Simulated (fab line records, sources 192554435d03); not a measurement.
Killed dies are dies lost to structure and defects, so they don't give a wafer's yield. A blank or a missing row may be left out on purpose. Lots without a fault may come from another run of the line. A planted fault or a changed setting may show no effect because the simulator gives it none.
Split-lot experiment | flow n5_finfet | 7 lots, 21 wafers read, on a route of 1938 steps

THE SPLIT
At N5_HKMG_FIN_ETCH_58 (etches SOC in N2/H2, target depth 215.8 nm, time 741 s), the setting source_w was moved away from the recipe's 875 W on 9 of the 21 wafers read, by -17.4% to +12.4%. The other wafers ran this setting at the recipe's value.

The reading is taken at the split's own step.

THE READING
rf_vpp_V, in V, at N5_HKMG_FIN_ETCH_58 (etches SOC in N2/H2, target depth 215.8 nm, time 741 s). Fault-free wafers of this fab line usually give 98.9 V, standard deviation 0.98 V.

wafer  | tool, chamber at the split | source_w as run, W | against the recipe | rf_vpp_V, V | against lot-mates on the recipe
L076.1 | rie_diel-03, 1             | 875                | recipe             | 98.3        | -
L076.2 | rie_diel-03, 3             | 875                | recipe             | 99.1        | -
L076.4 | rie_diel-03, 2             | 875                | recipe             | 96.4        | -
L079.1 | rie_diel-03, 2             | 722.5              | -17.4%             | 105.0       | +8.0
L079.3 | rie_diel-03, 0             | 875                | recipe             | 97.0        | -
L079.6 | rie_diel-03, 0             | 722.5              | -17.4%             | 106.5       | +9.5
L083.3 | rie_diel-02, 2             | 818                | -6.5%              | 101.2       | +2.5
L083.5 | rie_diel-02, 0             | 875                | recipe             | 99.4        | -
L083.6 | rie_diel-02, 3             | 875                | recipe             | 98.1        | -
L088.2 | rie_diel-02, 0             | 725.1              | -17.1%             | 105.2       | +6.7
L088.3 | rie_diel-02, 2             | 875                | recipe             | 98.5        | -
L088.4 | rie_diel-02, 1             | 725.1              | -17.1%             | 106.4       | +7.9
L091.1 | rie_diel-02, 3             | 783.7              | -10.4%             | 102.8       | +4.7
L091.4 | rie_diel-02, 0             | 783.7              | -10.4%             | 102.0       | +3.9
L091.5 | rie_diel-02, 2             | 875                | recipe             | 98.1        | -
L096.3 | rie_diel-02, 3             | 983.6              | +12.4%             | 95.9        | -1.5
L096.5 | rie_diel-02, 1             | 983.6              | +12.4%             | 95.7        | -1.7
L096.6 | rie_diel-02, 0             | 875                | recipe             | 97.4        | -
L097.2 | rie_diel-04, 0             | 875                | recipe             | 95.8        | -
L097.4 | rie_diel-04, 2             | 875                | recipe             | 98.4        | -
L097.5 | rie_diel-04, 1             | 875                | recipe             | 99.0        | -

THE FIT
A straight line over all 21 wafers: rf_vpp_V changes by -0.378 V for each +1% of source_w; r = -0.94; the points scatter about the line by 1.2 V.
The same after taking each lot's own level away (the mean of its wafers on the recipe; 21 wafers): -0.372 V for each +1%; r = -0.93; scatter 1.4 V.
On that fit, the largest move of source_w shifts the reading by 6.5 V.
The lots' own levels span 97.00 to 98.75 V, that is 1.8 times the standard deviation above.
So the lot-to-lot level changes the slope little: the two slopes agree.
Check: with one of the wafers moved furthest among these (-17.4%) left out of the fit, the line predicts +6.92 V for it against its lot-mates. It came out at +8 V against them.
Tool readings at the split's step, against how far the setting was moved: rf_vpp_V r = -0.94.

THE WHOLE CHAIN: every reading that the file lists as answering this split, in the file's order
step                 | what it does                                           | reading                                                                         | change (the file's fit)              | r (the file's)
N5_HKMG_FIN_ETCH_58  | etches SOC in N2/H2, target depth 215.8 nm, time 741 s | rf_vpp_V                                                                        | -0.397 V for each +1% of the setting | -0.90
N5_HKMG_FIN_ETCH_58  | etches SOC in N2/H2, target depth 215.8 nm, time 741 s | etch.depth_nm (the simulator's own value, which no gauge read)                  | +2.05 nm for each +1% of the setting | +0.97
N5_HKMG_FIN_ETCH_58  | etches SOC in N2/H2, target depth 215.8 nm, time 741 s | HKMG_FIN.feature_depth_nm (the simulator's own value, which no gauge read)      | +2.05 nm for each +1% of the setting | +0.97
N5_HKMG_FIN_ETCH_58  | etches SOC in N2/H2, target depth 215.8 nm, time 741 s | SOC_of_HKMG_FIN_COAT_41.thk_nm (the simulator's own value, which no gauge read) | -2.05 nm for each +1% of the setting | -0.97
N5_HKMG_FIN_STRIP_93 | strips SOC in N2/H2, time 20 s                         | SOC_of_HKMG_FIN_COAT_41.thk_nm (the simulator's own value, which no gauge read) | -2.06 nm for each +1% of the setting | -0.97

THE FILE'S OWN FIT
rf_vpp_V changes by -0.397 V for each +1% of source_w, r = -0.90.
